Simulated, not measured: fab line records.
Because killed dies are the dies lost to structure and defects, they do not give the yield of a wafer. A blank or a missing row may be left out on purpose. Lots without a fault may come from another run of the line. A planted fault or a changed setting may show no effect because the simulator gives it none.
Which tool is to blame? :: flow n5_finfet :: 8 lots, 24 wafers sampled, at 5 steps of a route of 1938

## WHAT THE GAUGES SHOWED, per wafer
N5_BEOL_M4_RC_MEAS_101. Usual: DIBL_N 36.2 mV/V, standard deviation 1.6; DIBL_P 36.5 mV/V, standard deviation 1.9; IOFF_N 0.158 nA/um, standard deviation 0.027; IOFF_P 0.21 nA/um, standard deviation 0.038; ION_N 675 uA/um, standard deviation 12; ION_P 464 uA/um, standard deviation 8.9; SS_N 71.5 mV/dec, standard deviation 0.61; SS_P 73.4 mV/dec, standard deviation 0.59; VT_N 250.4 mV, standard deviation 3; VT_P -250 mV, standard deviation 3.6.
lot: L543
measured: day 7 23:20
on: prober-02
DIBL_N (mV/V): 34.3 36.1 36.9
DIBL_P (mV/V): 35.5 38.0 38.7
IOFF_N (nA/um): 0.138 0.161 0.184
IOFF_P (nA/um): 0.19 0.24 0.25
ION_N (uA/um): 668 682 688
ION_P (uA/um): 457 466 465
SS_N (mV/dec): 70.9 71.5 72.0
SS_P (mV/dec): 72.3 72.9 73.2
VT_N (mV): 252.3 252.3 249.9
VT_P (mV): -251 -251 -246
flag: 

lot: L546
measured: day 8 17:38
on: prober-01
DIBL_N (mV/V): 36.9 38.4 36.7
DIBL_P (mV/V): 36.6 37.3 35.5
IOFF_N (nA/um): 0.154 0.171 0.148
IOFF_P (nA/um): 0.22 0.22 0.20
ION_N (uA/um): 666 669 670
ION_P (uA/um): 461 461 458
SS_N (mV/dec): 72.4 71.9 71.7
SS_P (mV/dec): 73.5 74.1 72.9
VT_N (mV): 254.4 251.4 253.9
VT_P (mV): -251 -252 -252
flag: 

lot: L547
measured: day 8 18:03
on: prober-02
DIBL_N (mV/V): 34.7 36.7 35.4
DIBL_P (mV/V): 34.0 37.3 35.1
IOFF_N (nA/um): 0.134 0.164 0.147
IOFF_P (nA/um): 0.16 0.21 0.17
ION_N (uA/um): 658 661 650
ION_P (uA/um): 450 457 446
SS_N (mV/dec): 70.6 71.9 71.8
SS_P (mV/dec): 72.6 73.3 72.7
VT_N (mV): 253.2 253.0 254.2
VT_P (mV): -257 -250 -256
flag: 

lot: L549
measured: day 9 10:29
on: prober-01
DIBL_N (mV/V): 37.8 38.4 39.3
DIBL_P (mV/V): 37.8 38.4 39.3
IOFF_N (nA/um): 0.168 0.180 0.192
IOFF_P (nA/um): 0.21 0.22 0.24
ION_N (uA/um): 684 689 680
ION_P (uA/um): 461 461 463
SS_N (mV/dec): 72.0 71.5 71.3
SS_P (mV/dec): 73.6 74.4 74.3
VT_N (mV): 253.7 249.0 251.1
VT_P (mV): -250 -250 -253
flag: 

lot: L552
measured: day 10 02:59
on: prober-02
DIBL_N (mV/V): 37.6 35.8 35.6
DIBL_P (mV/V): 38.5 37.4 37.4
IOFF_N (nA/um): 0.184 0.158 0.165
IOFF_P (nA/um): 0.24 0.22 0.22
ION_N (uA/um): 698 686 696
ION_P (uA/um): 475 467 477
SS_N (mV/dec): 72.1 71.1 71.1
SS_P (mV/dec): 73.9 73.5 73.4
VT_N (mV): 245.7 250.7 247.4
VT_P (mV): -249 -249 -248
flag: 

lot: L553
measured: day 10 01:27
on: prober-01
DIBL_N (mV/V): 35.0 35.1 34.2
DIBL_P (mV/V): 35.7 35.6 33.3
IOFF_N (nA/um): 0.139 0.144 0.128
IOFF_P (nA/um): 0.19 0.20 0.17
ION_N (uA/um): 672 683 671
ION_P (uA/um): 468 468 462
SS_N (mV/dec): 71.4 71.3 70.5
SS_P (mV/dec): 73.3 72.9 73.1
VT_N (mV): 252.1 252.2 254.2
VT_P (mV): -252 -251 -252
flag: 

lot: L565
measured: day 14 08:34
on: prober-02
DIBL_N (mV/V): 35.0 34.2 32.9
DIBL_P (mV/V): 34.8 34.5 33.3
IOFF_N (nA/um): 0.149 0.141 0.116
IOFF_P (nA/um): 0.22 0.22 0.19
ION_N (uA/um): 664 686 666
ION_P (uA/um): 463 482 469
SS_N (mV/dec): 71.1 70.4 71.3
SS_P (mV/dec): 72.8 73.0 73.1
VT_N (mV): 250.4 249.9 252.7
VT_P (mV): -248 -248 -251
flag: 

lot: L566
measured: day 14 01:01
on: prober-01
DIBL_N (mV/V): 38.4 36.2 36.0
DIBL_P (mV/V): 38.9 36.3 35.3
IOFF_N (nA/um): 0.223 0.157 0.158
IOFF_P (nA/um): 0.30 0.23 0.21
ION_N (uA/um): 690 666 675
ION_P (uA/um): 478 461 461
SS_N (mV/dec): 73.0 71.9 71.6
SS_P (mV/dec): 74.6 73.7 72.9
VT_N (mV): 246.9 252.2 252.8
VT_P (mV): -245 -248 -252
flag: 

## EACH LOT AND THE TOOL THAT RAN IT (in order: tool; ch and the chambers of the sampled wafers; start)
lot: L543
N5_MOL_CONTACT_COAG_ETCH_105: rie_diel-04 ch 0,2, day 4 18:40
N5_MOL_CONTACT_COAG_STRIP_98: rie_diel-04 ch 0,2, day 4 18:56
N5_MOL_CONTACT_COAG_CO_FILL_22: cvd_co-01 ch 0,1,2, day 4 21:50
N5_MOL_CONTACT_COAG_CMP_23: cmp-01 ch 0,1,2, day 5 01:24

lot: L546
N5_MOL_CONTACT_COAG_ETCH_105: rie_diel-05 ch 1,2,3, day 5 07:34
N5_MOL_CONTACT_COAG_STRIP_98: rie_diel-05 ch 1,2,3, day 5 07:50
N5_MOL_CONTACT_COAG_CO_FILL_22: cvd_co-02 ch 1,2, day 5 11:11
N5_MOL_CONTACT_COAG_CMP_23: cmp-04 ch 2,3, day 5 15:23

lot: L547
N5_MOL_CONTACT_COAG_ETCH_105: rie_diel-02 ch 0,1, day 5 15:01
N5_MOL_CONTACT_COAG_STRIP_98: rie_diel-02 ch 0,1, day 5 15:17
N5_MOL_CONTACT_COAG_CO_FILL_22: cvd_co-01 ch 0,1,2, day 5 18:34
N5_MOL_CONTACT_COAG_CMP_23: cmp-03 ch 0,1,3, day 5 21:10

lot: L549
N5_MOL_CONTACT_COAG_ETCH_105: rie_diel-02 ch 0,1,2, day 6 05:36
N5_MOL_CONTACT_COAG_STRIP_98: rie_diel-02 ch 0,1,2, day 6 05:52
N5_MOL_CONTACT_COAG_CO_FILL_22: cvd_co-02 ch 1,2, day 6 09:47
N5_MOL_CONTACT_COAG_CMP_23: cmp-03 ch 1,2,3, day 6 13:13

lot: L552
N5_MOL_CONTACT_COAG_ETCH_105: rie_diel-04 ch 0,2,3, day 6 22:57
N5_MOL_CONTACT_COAG_STRIP_98: rie_diel-04 ch 0,2,3, day 6 23:14
N5_MOL_CONTACT_COAG_CO_FILL_22: cvd_co-01 ch 1,2, day 7 02:05
N5_MOL_CONTACT_COAG_CMP_23: cmp-01 ch 0,2, day 7 04:16

lot: L553
N5_MOL_CONTACT_COAG_ETCH_105: rie_diel-02 ch 0,2,3, day 7 00:44
N5_MOL_CONTACT_COAG_STRIP_98: rie_diel-02 ch 0,2,3, day 7 01:01
N5_MOL_CONTACT_COAG_CO_FILL_22: cvd_co-02 ch 0,1,2, day 7 02:31
N5_MOL_CONTACT_COAG_CMP_23: cmp-04 ch 0,3, day 7 05:02

lot: L565
N5_MOL_CONTACT_COAG_ETCH_105: rie_diel-02 ch 1,2,3, day 10 04:14
N5_MOL_CONTACT_COAG_STRIP_98: rie_diel-02 ch 1,2,3, day 10 04:30
N5_MOL_CONTACT_COAG_CO_FILL_22: cvd_co-01 ch 0,1, day 10 07:52
N5_MOL_CONTACT_COAG_CMP_23: cmp-04 ch 0,1, day 10 10:57

lot: L566
N5_MOL_CONTACT_COAG_ETCH_105: rie_diel-04 ch 1,3, day 10 11:19
N5_MOL_CONTACT_COAG_STRIP_98: rie_diel-04 ch 1,3, day 10 11:35
N5_MOL_CONTACT_COAG_CO_FILL_22: cvd_co-01 ch 0,1, day 10 13:16
N5_MOL_CONTACT_COAG_CMP_23: cmp-04 ch 1,2,3, day 10 15:20
- N5_MOL_CONTACT_COAG_ETCH_105: etches SiARC in CF4, target depth 15.6 nm, time 26 s.
- N5_MOL_CONTACT_COAG_STRIP_98: strips in N2/H2.
- N5_MOL_CONTACT_COAG_CO_FILL_22: material Co, precursor CCTBA/H2, target thk 20 nm.
- N5_MOL_CONTACT_COAG_CMP_23: polishes, stops on SiO2, t overpolish 1.5 s, target thk 0 nm.

## AS READ BY THE TOOLS THEMSELVES (means over the sampled wafers that have a number; for cases with no such wafer, the mark the record gives instead)
N5_MOL_CONTACT_COAG_ETCH_105. Usual: chamber_pressure_mTorr 40.00 mTorr (standard deviation 0.036); drypump_motor_current_A 5.7 A (standard deviation 0.44); etch_rf_on_time_s 25.9 s (standard deviation 0.4); oes_product_au 0.70 a.u. (standard deviation 0.078); rf_vpp_V 184.2 V (standard deviation 1.2); showerhead_plenum_p_Torr 2.16 Torr (standard deviation 0.067); throttle_valve_pct 15.51 % (standard deviation 0.21).
lot: L543
tool: rie_diel-04
chamber_pressure_mTorr (mTorr): 39.99
drypump_motor_current_A (A): 5.6
etch_rf_on_time_s (s): 25.5
oes_product_au (a.u.): 0.60
rf_vpp_V (V): 183.8
showerhead_plenum_p_Torr (Torr): 2.12
throttle_valve_pct (%): 15.67
flag: 

lot: L546
tool: rie_diel-05
chamber_pressure_mTorr (mTorr): 39.98
drypump_motor_current_A (A): 5.8
etch_rf_on_time_s (s): 25.8
oes_product_au (a.u.): 0.73
rf_vpp_V (V): 184.6
showerhead_plenum_p_Torr (Torr): 2.20
throttle_valve_pct (%): 15.66
flag: 

lot: L547
tool: rie_diel-02
chamber_pressure_mTorr (mTorr): 39.98
drypump_motor_current_A (A): 5.5
etch_rf_on_time_s (s): 26.2
oes_product_au (a.u.): 0.72
rf_vpp_V (V): 184.1
showerhead_plenum_p_Torr (Torr): 2.14
throttle_valve_pct (%): 15.44
flag: 

lot: L549
tool: rie_diel-02
chamber_pressure_mTorr (mTorr): 40.02
drypump_motor_current_A (A): 5.7
etch_rf_on_time_s (s): 26.5
oes_product_au (a.u.): 0.70
rf_vpp_V (V): 185.0
showerhead_plenum_p_Torr (Torr): 2.16
throttle_valve_pct (%): 15.43
flag: 

lot: L552
tool: rie_diel-04
chamber_pressure_mTorr (mTorr): 40.01
drypump_motor_current_A (A): 5.8
etch_rf_on_time_s (s): 25.5
oes_product_au (a.u.): 0.60
rf_vpp_V (V): 183.8
showerhead_plenum_p_Torr (Torr): 2.15
throttle_valve_pct (%): 15.66
flag: 

lot: L553
tool: rie_diel-02
chamber_pressure_mTorr (mTorr): 39.97
drypump_motor_current_A (A): 5.9
etch_rf_on_time_s (s): 26.4
oes_product_au (a.u.): 0.72
rf_vpp_V (V): 184.2
showerhead_plenum_p_Torr (Torr): 2.16
throttle_valve_pct (%): 15.35
flag: 

lot: L565
tool: rie_diel-02
chamber_pressure_mTorr (mTorr): 40.02
drypump_motor_current_A (A): 5.7
etch_rf_on_time_s (s): 26.0
oes_product_au (a.u.): 0.72
rf_vpp_V (V): 185.4
showerhead_plenum_p_Torr (Torr): 2.19
throttle_valve_pct (%): 15.35
flag: 

lot: L566
tool: rie_diel-04
chamber_pressure_mTorr (mTorr): 40.01
drypump_motor_current_A (A): 6.1
etch_rf_on_time_s (s): 25.6
oes_product_au (a.u.): 0.65
rf_vpp_V (V): 185.7
showerhead_plenum_p_Torr (Torr): 2.18
throttle_valve_pct (%): 15.59
flag: 

N5_MOL_CONTACT_COAG_STRIP_98. Usual: bias_power_w 7.998 W, standard deviation 0.022; chamber_pressure_mTorr 50.01 mTorr, standard deviation 0.085; drypump_motor_current_A 5.8 A, standard deviation 0.43; h2_flow_sccm 300.1 sccm, standard deviation 0.94; oes_product_au 0.81 a.u., standard deviation 0.093; rf_vpp_V 54.1 V, standard deviation 1.4; showerhead_plenum_p_Torr 3.39 Torr, standard deviation 0.11; temp_c 40.01 C, standard deviation 0.12; throttle_valve_pct 18.78 %, standard deviation 0.28.
lot: L543
tool: rie_diel-04
bias_power_w (W): 7.996
chamber_pressure_mTorr (mTorr): 50.06
drypump_motor_current_A (A): 5.6
h2_flow_sccm (sccm): 300.9
oes_product_au (a.u.): 0.71
rf_vpp_V (V): 53.8
showerhead_plenum_p_Torr (Torr): 3.31
temp_c (C): 39.88
throttle_valve_pct (%): 18.60
flag: 

lot: L546
tool: rie_diel-05
bias_power_w (W): 7.989
chamber_pressure_mTorr (mTorr): 49.99
drypump_motor_current_A (A): 5.8
h2_flow_sccm (sccm): 299.8
oes_product_au (a.u.): 0.84
rf_vpp_V (V): 53.5
showerhead_plenum_p_Torr (Torr): 3.46
temp_c (C): 40.03
throttle_valve_pct (%): 18.99
flag: 

lot: L547
tool: rie_diel-02
bias_power_w (W): 8.011
chamber_pressure_mTorr (mTorr): 50.09
drypump_motor_current_A (A): 5.4
h2_flow_sccm (sccm): 299.6
oes_product_au (a.u.): 0.85
rf_vpp_V (V): 53.8
showerhead_plenum_p_Torr (Torr): 3.36
temp_c (C): 40.14
throttle_valve_pct (%): 18.80
flag: 

lot: L549
tool: rie_diel-02
bias_power_w (W): 7.998
chamber_pressure_mTorr (mTorr): 49.98
drypump_motor_current_A (A): 5.8
h2_flow_sccm (sccm): 300.1
oes_product_au (a.u.): 0.81
rf_vpp_V (V): 54.9
showerhead_plenum_p_Torr (Torr): 3.39
temp_c (C): 40.08
throttle_valve_pct (%): 18.70
flag: 

lot: L552
tool: rie_diel-04
bias_power_w (W): 7.987
chamber_pressure_mTorr (mTorr): 50.00
drypump_motor_current_A (A): 5.8
h2_flow_sccm (sccm): 300.0
oes_product_au (a.u.): 0.70
rf_vpp_V (V): 53.9
showerhead_plenum_p_Torr (Torr): 3.35
temp_c (C): 40.05
throttle_valve_pct (%): 18.65
flag: 

lot: L553
tool: rie_diel-02
bias_power_w (W): 7.996
chamber_pressure_mTorr (mTorr): 49.98
drypump_motor_current_A (A): 5.9
h2_flow_sccm (sccm): 299.7
oes_product_au (a.u.): 0.84
rf_vpp_V (V): 54.3
showerhead_plenum_p_Torr (Torr): 3.38
temp_c (C): 40.04
throttle_valve_pct (%): 18.69
flag: 

lot: L565
tool: rie_diel-02
bias_power_w (W): 7.990
chamber_pressure_mTorr (mTorr): 49.93
drypump_motor_current_A (A): 5.7
h2_flow_sccm (sccm): 300.4
oes_product_au (a.u.): 0.84
rf_vpp_V (V): 52.6
showerhead_plenum_p_Torr (Torr): 3.45
temp_c (C): 39.99
throttle_valve_pct (%): 18.69
flag: 

lot: L566
tool: rie_diel-04
bias_power_w (W): 8.002
chamber_pressure_mTorr (mTorr): 50.04
drypump_motor_current_A (A): 6.1
h2_flow_sccm (sccm): 299.8
oes_product_au (a.u.): 0.75
rf_vpp_V (V): 53.0
showerhead_plenum_p_Torr (Torr): 3.44
temp_c (C): 39.99
throttle_valve_pct (%): 18.86
flag: 

N5_MOL_CONTACT_COAG_CO_FILL_22. Usual: heater_power_outer_w 122 W, standard deviation 11; heater_power_w 238 W, standard deviation 12; susceptor_temp_C 200.00 C, standard deviation 0.15.
lot: L543
tool: cvd_co-01
heater_power_outer_w (W): 122
heater_power_w (W): 239
susceptor_temp_C (C): 200.01
flag: 

lot: L546
tool: cvd_co-02
heater_power_outer_w (W): 127
heater_power_w (W): 240
susceptor_temp_C (C): 199.90
flag: 

lot: L547
tool: cvd_co-01
heater_power_outer_w (W): 123
heater_power_w (W): 242
susceptor_temp_C (C): 199.96
flag: 

lot: L549
tool: cvd_co-02
heater_power_outer_w (W): 126
heater_power_w (W): 239
susceptor_temp_C (C): 200.16
flag: 

lot: L552
tool: cvd_co-01
heater_power_outer_w (W): 125
heater_power_w (W): 242
susceptor_temp_C (C): 199.93
flag: 

lot: L553
tool: cvd_co-02
heater_power_outer_w (W): 120
heater_power_w (W): 236
susceptor_temp_C (C): 199.90
flag: 

lot: L565
tool: cvd_co-01
heater_power_outer_w (W): 117
heater_power_w (W): 241
susceptor_temp_C (C): 200.13
flag: 

lot: L566
tool: cvd_co-01
heater_power_outer_w (W): 118
heater_power_w (W): 238
susceptor_temp_C (C): 200.02
flag: 

N5_MOL_CONTACT_COAG_CMP_23. Usual: motor_current_A 8.2 A, standard deviation 0.73; overpolish_run_s 1.500 s, standard deviation 0.0079; platen_rpm 50.29 rpm, standard deviation 0.033; retaining_ring_pressure_frac 1.000, standard deviation 0.005; time_to_endpoint_s 10.0 s, standard deviation 2.4.
lot: L543
tool: cmp-01
motor_current_A (A): 8.1
overpolish_run_s (s): 1.498
platen_rpm (rpm): 50.30
retaining_ring_pressure_frac: 1.003
time_to_endpoint_s (s): 6.4
flag: 

lot: L546
tool: cmp-04
motor_current_A (A): 8.5
overpolish_run_s (s): 1.504
platen_rpm (rpm): 50.29
retaining_ring_pressure_frac: 1.006
time_to_endpoint_s (s): 9.7
flag: 

lot: L547
tool: cmp-03
motor_current_A (A): 8.0
overpolish_run_s (s): 1.502
platen_rpm (rpm): 50.28
retaining_ring_pressure_frac: 0.999
time_to_endpoint_s (s): 12.3
flag: 

lot: L549
tool: cmp-03
motor_current_A (A): 8.2
overpolish_run_s (s): 1.496
platen_rpm (rpm): 50.30
retaining_ring_pressure_frac: 1.002
time_to_endpoint_s (s): 11.0
flag: 

lot: L552
tool: cmp-01
motor_current_A (A): 8.7
overpolish_run_s (s): 1.490
platen_rpm (rpm): 50.29
retaining_ring_pressure_frac: 1.006
time_to_endpoint_s (s): 9.4
flag: 

lot: L553
tool: cmp-04
motor_current_A (A): 7.9
overpolish_run_s (s): 1.497
platen_rpm (rpm): 50.33
retaining_ring_pressure_frac: 1.000
time_to_endpoint_s (s): 8.2
flag: 

lot: L565
tool: cmp-04
motor_current_A (A): 7.9
overpolish_run_s (s): 1.503
platen_rpm (rpm): 53.64
retaining_ring_pressure_frac: 1.005
time_to_endpoint_s (s): 9.5
flag: OFF

lot: L566
tool: cmp-04
motor_current_A (A): 8.3
overpolish_run_s (s): 1.505
platen_rpm (rpm): 51.98
retaining_ring_pressure_frac: 1.002
time_to_endpoint_s (s): 6.5
flag: OFF

## THE ANSWER, worked out from the rows above alone
Rule: a lot counts as off when the mean over its wafers that have a number is more than 3 standard deviations away from the usual mean. Also off: a lot with no number at a reading for which 4 or more lots have one. The other lots that the step has rows for count as sound. First the gauges in route order, then the tools' own readings, where a lot's mean is used as printed above. At the first step where some lot is off, the reading lying furthest off is the one used; lots without a number count as furthest.
Off: L565, L566, at N5_MOL_CONTACT_COAG_CMP_23 (platen_rpm).
If a tool, at that step or one of the process steps before it, ran each lot that is off and ran no sound lot following the first of them, it fits. 2 tools fit, cvd_co-01 at N5_MOL_CONTACT_COAG_CO_FILL_22 and cmp-04 at N5_MOL_CONTACT_COAG_CMP_23, so this cannot tell which one it is.

## WHAT HAD BEEN PUT IN BY THE SIMULATOR
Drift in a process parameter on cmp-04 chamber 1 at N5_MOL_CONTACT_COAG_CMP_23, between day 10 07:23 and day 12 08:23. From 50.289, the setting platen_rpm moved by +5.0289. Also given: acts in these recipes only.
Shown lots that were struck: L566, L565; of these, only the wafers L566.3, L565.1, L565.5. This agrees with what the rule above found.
